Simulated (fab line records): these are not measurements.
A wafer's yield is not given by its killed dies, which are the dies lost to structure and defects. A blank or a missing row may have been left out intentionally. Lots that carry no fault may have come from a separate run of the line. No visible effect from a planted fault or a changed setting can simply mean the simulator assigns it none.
Which tool did it? || flow n5 finfet || 24 lots with 72 wafers sampled at 4 steps, on a route of 1938 steps

## WHAT THE GAUGES READ, wafer by wafer
N5_HKMG_FIN_INSPECT_28: inspects for defects (darkfield).
{"lot": "L074", "measured": "day 4 08:31", "on": "defect inspect-02", "raw defect count": "36 36 42"}
{"lot": "L075", "measured": "day 4 12:35", "on": "defect inspect-02", "raw defect count": "52 34 65"}
{"lot": "L076", "measured": "day 4 19:09", "on": "defect inspect-02", "raw defect count": "36 39 25"}
{"lot": "L077", "measured": "day 5 02:26", "on": "defect inspect-02", "raw defect count": "46 20 28"}
{"lot": "L078", "measured": "day 5 06:27", "on": "defect inspect-02", "raw defect count": "54 63 42"}
{"lot": "L079", "measured": "day 5 16:53", "on": "defect inspect-01", "raw defect count": "40 33 60"}
{"lot": "L080", "measured": "day 5 19:14", "on": "defect inspect-01", "raw defect count": "42 43 38"}
{"lot": "L081", "measured": "day 6 06:58", "on": "defect inspect-01", "raw defect count": "29 34 51"}
{"lot": "L082", "measured": "day 6 10:26", "on": "defect inspect-01", "raw defect count": "45 22 75"}
{"lot": "L083", "measured": "day 6 13:18", "on": "defect inspect-01", "raw defect count": "78 70 33"}
{"lot": "L084", "measured": "day 7 02:19", "on": "defect inspect-01", "raw defect count": "11 24 23"}
{"lot": "L085", "measured": "day 7 05:28", "on": "defect inspect-01", "raw defect count": "46 50 28"}
{"lot": "L086", "measured": "day 7 11:40", "on": "defect inspect-01", "raw defect count": "45 18 33"}
{"lot": "L087", "measured": "day 7 17:17", "on": "defect inspect-01", "raw defect count": "47 31 32"}
{"lot": "L088", "measured": "day 7 18:46", "on": "defect inspect-01", "raw defect count": "15 42 34"}
{"lot": "L089", "measured": "day 8 01:18", "on": "defect inspect-01", "raw defect count": "51 48 29"}
{"lot": "L090", "measured": "day 8 07:43", "on": "defect inspect-02", "raw defect count": "22 44 28"}
{"lot": "L091", "measured": "day 8 11:38", "on": "defect inspect-02", "raw defect count": "57 43 28"}
{"lot": "L092", "measured": "day 8 22:37", "on": "defect inspect-01", "raw defect count": "28 42 39"}
{"lot": "L093", "measured": "day 9 04:29", "on": "defect inspect-02", "raw defect count": "42 44 43"}
{"lot": "L094", "measured": "day 9 09:11", "on": "defect inspect-02", "raw defect count": "38 74 51"}
{"lot": "L095", "measured": "day 9 19:25", "on": "defect inspect-01", "raw defect count": "36 32 44"}
{"lot": "L097", "measured": "day 10 03:57", "on": "defect inspect-01", "raw defect count": "24 38 47"}
{"lot": "L096", "measured": "day 10 04:30", "on": "defect inspect-02", "raw defect count": "41 44 33"}

## WHAT TOOL EACH LOT RAN ON (gives the tool, then ch and the chambers of the sampled wafers, and finally the start)
{"lot": "L074", "N5_HKMG_FIN_ALD_71": "ald metal-03 ch 0,1,2, day 4 06:01", "N5_HKMG_FIN_ALD_72": "cvd w-02 ch 0,1, day 4 07:29", "N5_HKMG_FIN_CMP_94": "cmp-01 ch 0,3, day 4 08:17"}
{"lot": "L075", "N5_HKMG_FIN_ALD_71": "ald metal-03 ch 1,2,3, day 4 10:16", "N5_HKMG_FIN_ALD_72": "cvd w-02 ch 0,1, day 4 11:43", "N5_HKMG_FIN_CMP_94": "cmp-04 ch 0,2,3, day 4 12:22"}
{"lot": "L076", "N5_HKMG_FIN_ALD_71": "ald metal-03 ch 0,1,2, day 4 16:49", "N5_HKMG_FIN_ALD_72": "cvd w-01 ch 0,1, day 4 18:16", "N5_HKMG_FIN_CMP_94": "cmp-04 ch 1,2,3, day 4 18:56"}
{"lot": "L077", "N5_HKMG_FIN_ALD_71": "ald metal-04 ch 0,1, day 5 00:06", "N5_HKMG_FIN_ALD_72": "cvd w-02 ch 0,1, day 5 01:34", "N5_HKMG_FIN_CMP_94": "cmp-01 ch 1,2, day 5 02:13"}
{"lot": "L078", "N5_HKMG_FIN_ALD_71": "ald metal-04 ch 1,3, day 5 03:54", "N5_HKMG_FIN_ALD_72": "cvd w-02 ch 0, day 5 05:29", "N5_HKMG_FIN_CMP_94": "cmp-01 ch 0,3, day 5 06:13"}
{"lot": "L079", "N5_HKMG_FIN_ALD_71": "ald metal-03 ch 0,2,3, day 5 14:14", "N5_HKMG_FIN_ALD_72": "cvd w-02 ch 0,1, day 5 15:59", "N5_HKMG_FIN_CMP_94": "cmp-03 ch 0,1,3, day 5 16:40"}
{"lot": "L080", "N5_HKMG_FIN_ALD_71": "ald metal-03 ch 0,1, day 5 16:52", "N5_HKMG_FIN_ALD_72": "cvd w-02 ch 0,1, day 5 18:21", "N5_HKMG_FIN_CMP_94": "cmp-03 ch 0,1,2, day 5 19:00"}
{"lot": "L081", "N5_HKMG_FIN_ALD_71": "ald metal-04 ch 0,1, day 6 04:38", "N5_HKMG_FIN_ALD_72": "cvd w-01 ch 0,1, day 6 06:05", "N5_HKMG_FIN_CMP_94": "cmp-01 ch 0,1, day 6 06:44"}
{"lot": "L082", "N5_HKMG_FIN_ALD_71": "ald metal-01 ch 1,2, day 6 08:06", "N5_HKMG_FIN_ALD_72": "cvd w-02 ch 0,1, day 6 09:33", "N5_HKMG_FIN_CMP_94": "cmp-03 ch 1,2,3, day 6 10:13"}
{"lot": "L083", "N5_HKMG_FIN_ALD_71": "ald metal-04 ch 0,1,3, day 6 10:43", "N5_HKMG_FIN_ALD_72": "cvd w-01 ch 0,1, day 6 12:12", "N5_HKMG_FIN_CMP_94": "cmp-03 ch 1,2, day 6 13:04"}
{"lot": "L084", "N5_HKMG_FIN_ALD_71": "ald metal-01 ch 1,3, day 6 23:56", "N5_HKMG_FIN_ALD_72": "cvd w-02 ch 0,1, day 7 01:26", "N5_HKMG_FIN_CMP_94": "cmp-01 ch 2,3, day 7 02:05"}
{"lot": "L085", "N5_HKMG_FIN_ALD_71": "ald metal-03 ch 0,2, day 7 02:58", "N5_HKMG_FIN_ALD_72": "cvd w-01 ch 1, day 7 04:34", "N5_HKMG_FIN_CMP_94": "cmp-01 ch 1,2, day 7 05:14"}
{"lot": "L086", "N5_HKMG_FIN_ALD_71": "ald metal-04 ch 2,3, day 7 09:20", "N5_HKMG_FIN_ALD_72": "cvd w-02 ch 0,1, day 7 10:47", "N5_HKMG_FIN_CMP_94": "cmp-01 ch 1,2,3, day 7 11:30"}
{"lot": "L087", "N5_HKMG_FIN_ALD_71": "ald metal-03 ch 0,2,3, day 7 14:57", "N5_HKMG_FIN_ALD_72": "cvd w-02 ch 0,1, day 7 16:24", "N5_HKMG_FIN_CMP_94": "cmp-03 ch 0,1,2, day 7 17:03"}
{"lot": "L088", "N5_HKMG_FIN_ALD_71": "ald metal-04 ch 1,2,3, day 7 16:18", "N5_HKMG_FIN_ALD_72": "cvd w-01 ch 0,1, day 7 17:46", "N5_HKMG_FIN_CMP_94": "cmp-04 ch 0,1,2, day 7 18:33"}
{"lot": "L089", "N5_HKMG_FIN_ALD_71": "ald metal-03 ch 0,2,3, day 7 22:58", "N5_HKMG_FIN_ALD_72": "cvd w-01 ch 0,1, day 8 00:26", "N5_HKMG_FIN_CMP_94": "cmp-04 ch 1,2,3, day 8 01:07"}
{"lot": "L090", "N5_HKMG_FIN_ALD_71": "ald metal-01 ch 0,1,3, day 8 05:17", "N5_HKMG_FIN_ALD_72": "cvd w-02 ch 0,1, day 8 06:50", "N5_HKMG_FIN_CMP_94": "cmp-04 ch 0,1,3, day 8 07:29"}
{"lot": "L091", "N5_HKMG_FIN_ALD_71": "ald metal-03 ch 0,1,2, day 8 09:17", "N5_HKMG_FIN_ALD_72": "cvd w-02 ch 0,1, day 8 10:45", "N5_HKMG_FIN_CMP_94": "cmp-04 ch 0,1,2, day 8 11:28"}
{"lot": "L092", "N5_HKMG_FIN_ALD_71": "ald metal-01 ch 1,2,3, day 8 20:10", "N5_HKMG_FIN_ALD_72": "cvd w-01 ch 0, day 8 21:40", "N5_HKMG_FIN_CMP_94": "cmp-03 ch 2,3, day 8 22:20"}
{"lot": "L093", "N5_HKMG_FIN_ALD_71": "ald metal-04 ch 0,2,3, day 9 02:07", "N5_HKMG_FIN_ALD_72": "cvd w-01 ch 0,1, day 9 03:34", "N5_HKMG_FIN_CMP_94": "cmp-04 ch 1,2,3, day 9 04:19"}
{"lot": "L094", "N5_HKMG_FIN_ALD_71": "ald metal-01 ch 0,3, day 9 06:47", "N5_HKMG_FIN_ALD_72": "cvd w-01 ch 0,1, day 9 08:16", "N5_HKMG_FIN_CMP_94": "cmp-01 ch 0,3, day 9 08:59"}
{"lot": "L095", "N5_HKMG_FIN_ALD_71": "ald metal-04 ch 0,1,3, day 9 17:05", "N5_HKMG_FIN_ALD_72": "cvd w-01 ch 0,1, day 9 18:32", "N5_HKMG_FIN_CMP_94": "cmp-01 ch 0,3, day 9 19:11"}
{"lot": "L097", "N5_HKMG_FIN_ALD_71": "ald metal-01 ch 0,1,2, day 10 01:36", "N5_HKMG_FIN_ALD_72": "cvd w-02 ch 0,1, day 10 03:04", "N5_HKMG_FIN_CMP_94": "cmp-03 ch 1,2,3, day 10 03:47"}
{"lot": "L096", "N5_HKMG_FIN_ALD_71": "ald metal-04 ch 0,2,3, day 10 02:08", "N5_HKMG_FIN_ALD_72": "cvd w-01 ch 0,1, day 10 03:35", "N5_HKMG_FIN_CMP_94": "cmp-04 ch 0,3, day 10 04:16"}
- N5_HKMG_FIN_ALD_71: deposits TiN, target thk 1 nm, pulse time 1 s, purge time 3 s.
- N5_HKMG_FIN_ALD_72: deposits W, target thk 2 nm, pulse time 1 s, purge time 2 s.
- N5_HKMG_FIN_CMP_94: polishes, stops on SiNx, t overpolish 4.7 s, target thk 43.299 nm.

## AS READ BY THE TOOLS THEMSELVES (means over the sampled wafers that have a number; for cases with no such wafer, the mark the record gives instead)
N5_HKMG_FIN_ALD_71.
{"lot": "L074", "tool": "ald metal-03", "heater power w (W)": 856, "precursor pulse height rel": 1.005}
{"lot": "L075", "tool": "ald metal-03", "heater power w (W)": 946, "precursor pulse height rel": 1.010}
{"lot": "L076", "tool": "ald metal-03", "heater power w (W)": 838, "precursor pulse height rel": 0.977}
{"lot": "L077", "tool": "ald metal-04", "heater power w (W)": 932, "precursor pulse height rel": 1.014}
{"lot": "L078", "tool": "ald metal-04", "heater power w (W)": 883, "precursor pulse height rel": 0.991}
{"lot": "L079", "tool": "ald metal-03", "heater power w (W)": 883, "precursor pulse height rel": 1.010}
{"lot": "L080", "tool": "ald metal-03", "heater power w (W)": 845, "precursor pulse height rel": 1.000}
{"lot": "L081", "tool": "ald metal-04", "heater power w (W)": 938, "precursor pulse height rel": 0.999}
{"lot": "L082", "tool": "ald metal-01", "heater power w (W)": 827, "precursor pulse height rel": 1.001}
{"lot": "L083", "tool": "ald metal-04", "heater power w (W)": 904, "precursor pulse height rel": 1.022}
{"lot": "L084", "tool": "ald metal-01", "heater power w (W)": 872, "precursor pulse height rel": 0.994}
{"lot": "L085", "tool": "ald metal-03", "heater power w (W)": 821, "precursor pulse height rel": 1.009}
{"lot": "L086", "tool": "ald metal-04", "heater power w (W)": 890, "precursor pulse height rel": 1.017}
{"lot": "L087", "tool": "ald metal-03", "heater power w (W)": 909, "precursor pulse height rel": 1.001}
{"lot": "L088", "tool": "ald metal-04", "heater power w (W)": 912, "precursor pulse height rel": 1.010}
{"lot": "L089", "tool": "ald metal-03", "heater power w (W)": 882, "precursor pulse height rel": 0.975}
{"lot": "L090", "tool": "ald metal-01", "heater power w (W)": 843, "precursor pulse height rel": 0.987}
{"lot": "L091", "tool": "ald metal-03", "heater power w (W)": 854, "precursor pulse height rel": 0.999}
{"lot": "L092", "tool": "ald metal-01", "heater power w (W)": 839, "precursor pulse height rel": 0.971}
{"lot": "L093", "tool": "ald metal-04", "heater power w (W)": 913, "precursor pulse height rel": 0.996}
{"lot": "L094", "tool": "ald metal-01", "heater power w (W)": 811, "precursor pulse height rel": 1.007}
{"lot": "L095", "tool": "ald metal-04", "heater power w (W)": 913, "precursor pulse height rel": 0.994}
{"lot": "L097", "tool": "ald metal-01", "heater power w (W)": 819, "precursor pulse height rel": 0.998}
{"lot": "L096", "tool": "ald metal-04", "heater power w (W)": 922, "precursor pulse height rel": 1.004}

N5_HKMG_FIN_ALD_72.
{"lot": "L074", "tool": "cvd w-02", "heater power w (W)": 449, "precursor pulse height rel": 1.008}
{"lot": "L075", "tool": "cvd w-02", "heater power w (W)": 453, "precursor pulse height rel": 1.015}
{"lot": "L076", "tool": "cvd w-01", "heater power w (W)": 474, "precursor pulse height rel": 1.031}
{"lot": "L077", "tool": "cvd w-02", "heater power w (W)": 455, "precursor pulse height rel": 0.991}
{"lot": "L078", "tool": "cvd w-02", "heater power w (W)": 451, "precursor pulse height rel": 1.001}
{"lot": "L079", "tool": "cvd w-02", "heater power w (W)": 459, "precursor pulse height rel": 0.995}
{"lot": "L080", "tool": "cvd w-02", "heater power w (W)": 449, "precursor pulse height rel": 1.005}
{"lot": "L081", "tool": "cvd w-01", "heater power w (W)": 500, "precursor pulse height rel": 1.003}
{"lot": "L082", "tool": "cvd w-02", "heater power w (W)": 451, "precursor pulse height rel": 1.020}
{"lot": "L083", "tool": "cvd w-01", "heater power w (W)": 512, "precursor pulse height rel": 1.009}
{"lot": "L084", "tool": "cvd w-02", "heater power w (W)": 452, "precursor pulse height rel": 1.017}
{"lot": "L085", "tool": "cvd w-01", "heater power w (W)": 526, "precursor pulse height rel": 1.020}
{"lot": "L086", "tool": "cvd w-02", "heater power w (W)": 456, "precursor pulse height rel": 0.990}
{"lot": "L087", "tool": "cvd w-02", "heater power w (W)": 458, "precursor pulse height rel": 1.009}
{"lot": "L088", "tool": "cvd w-01", "heater power w (W)": 495, "precursor pulse height rel": 0.997}
{"lot": "L089", "tool": "cvd w-01", "heater power w (W)": 498, "precursor pulse height rel": 0.995}
{"lot": "L090", "tool": "cvd w-02", "heater power w (W)": 453, "precursor pulse height rel": 1.008}
{"lot": "L091", "tool": "cvd w-02", "heater power w (W)": 452, "precursor pulse height rel": 1.007}
{"lot": "L092", "tool": "cvd w-01", "heater power w (W)": 452, "precursor pulse height rel": 1.000}
{"lot": "L093", "tool": "cvd w-01", "heater power w (W)": 469, "precursor pulse height rel": 1.011}
{"lot": "L094", "tool": "cvd w-01", "heater power w (W)": 476, "precursor pulse height rel": 0.997}
{"lot": "L095", "tool": "cvd w-01", "heater power w (W)": 480, "precursor pulse height rel": 0.994}
{"lot": "L097", "tool": "cvd w-02", "heater power w (W)": 453, "precursor pulse height rel": 0.997}
{"lot": "L096", "tool": "cvd w-01", "heater power w (W)": 504, "precursor pulse height rel": 0.991}

N5_HKMG_FIN_CMP_94.
{"lot": "L074", "tool": "cmp-01", "head pressure psi (psi)": 4.001, "motor current A (A)": 12.1, "slurry flow ml min": 150.1}
{"lot": "L075", "tool": "cmp-04", "head pressure psi (psi)": 4.005, "motor current A (A)": 11.4, "slurry flow ml min": 150.0}
{"lot": "L076", "tool": "cmp-04", "head pressure psi (psi)": 4.001, "motor current A (A)": 11.9, "slurry flow ml min": 149.8}
{"lot": "L077", "tool": "cmp-01", "head pressure psi (psi)": 4.004, "motor current A (A)": 13.1, "slurry flow ml min": 150.6}
{"lot": "L078", "tool": "cmp-01", "head pressure psi (psi)": 3.998, "motor current A (A)": 11.8, "slurry flow ml min": 150.0}
{"lot": "L079", "tool": "cmp-03", "head pressure psi (psi)": 4.004, "motor current A (A)": 11.5, "slurry flow ml min": 150.2}
{"lot": "L080", "tool": "cmp-03", "head pressure psi (psi)": 3.993, "motor current A (A)": 10.5, "slurry flow ml min": 149.8}
{"lot": "L081", "tool": "cmp-01", "head pressure psi (psi)": 4.005, "motor current A (A)": 12.0, "slurry flow ml min": 150.5}
{"lot": "L082", "tool": "cmp-03", "head pressure psi (psi)": 4.000, "motor current A (A)": 11.2, "slurry flow ml min": 149.7}
{"lot": "L083", "tool": "cmp-03", "head pressure psi (psi)": 3.982, "motor current A (A)": 10.8, "slurry flow ml min": 149.3}
{"lot": "L084", "tool": "cmp-01", "head pressure psi (psi)": 4.008, "motor current A (A)": 12.2, "slurry flow ml min": 149.8}
{"lot": "L085", "tool": "cmp-01", "head pressure psi (psi)": 4.002, "motor current A (A)": 12.8, "slurry flow ml min": 150.0}
{"lot": "L086", "tool": "cmp-01", "head pressure psi (psi)": 4.002, "motor current A (A)": 12.5, "slurry flow ml min": 150.4}
{"lot": "L087", "tool": "cmp-03", "head pressure psi (psi)": 3.999, "motor current A (A)": 10.9, "slurry flow ml min": 150.4}
{"lot": "L088", "tool": "cmp-04", "head pressure psi (psi)": 4.006, "motor current A (A)": 11.7, "slurry flow ml min": 150.1}
{"lot": "L089", "tool": "cmp-04", "head pressure psi (psi)": 3.996, "motor current A (A)": 12.1, "slurry flow ml min": 150.0}
{"lot": "L090", "tool": "cmp-04", "head pressure psi (psi)": 3.993, "motor current A (A)": 12.6, "slurry flow ml min": 149.9}
{"lot": "L091", "tool": "cmp-04", "head pressure psi (psi)": 3.999, "motor current A (A)": 11.5, "slurry flow ml min": 150.1}
{"lot": "L092", "tool": "cmp-03", "head pressure psi (psi)": 4.000, "motor current A (A)": 11.9, "slurry flow ml min": 150.2}
{"lot": "L093", "tool": "cmp-04", "head pressure psi (psi)": 4.001, "motor current A (A)": 12.0, "slurry flow ml min": 150.3}
{"lot": "L094", "tool": "cmp-01", "head pressure psi (psi)": 4.001, "motor current A (A)": 12.1, "slurry flow ml min": 149.9}
{"lot": "L095", "tool": "cmp-01", "head pressure psi (psi)": 3.993, "motor current A (A)": 11.5, "slurry flow ml min": 149.8}
{"lot": "L097", "tool": "cmp-03", "head pressure psi (psi)": 4.008, "motor current A (A)": 11.4, "slurry flow ml min": 150.0}
{"lot": "L096", "tool": "cmp-04", "head pressure psi (psi)": 4.000, "motor current A (A)": 12.1, "slurry flow ml min": 150.1}

## THE ANSWER, worked out from the rows above alone
Rule: the usual values come from the lots themselves. Put in order of their means at a reading, lots are off if they are a third of the lots or fewer, leave a main group of 4 or more, and stand apart from it by a gap of 3 or more times the standard deviation of the main group's means; of several such gaps the widest counts. If all means in a main group match to the digits the tables above print for the reading, that group is not used. A lot without any number at a reading at which 4 lots or more have one is off too. The other lots that the step has rows for count as sound. The gauges are gone through in route order, then the tools' own readings, and for those a lot's mean is taken as printed above. The first step at which some lot is off is used, and at that step the reading that is off furthest; a lot without a number counts as furthest.
None of the lots is off at any reading shown; this tells nothing.

## WHAT THE SIMULATOR HAD INSERTED
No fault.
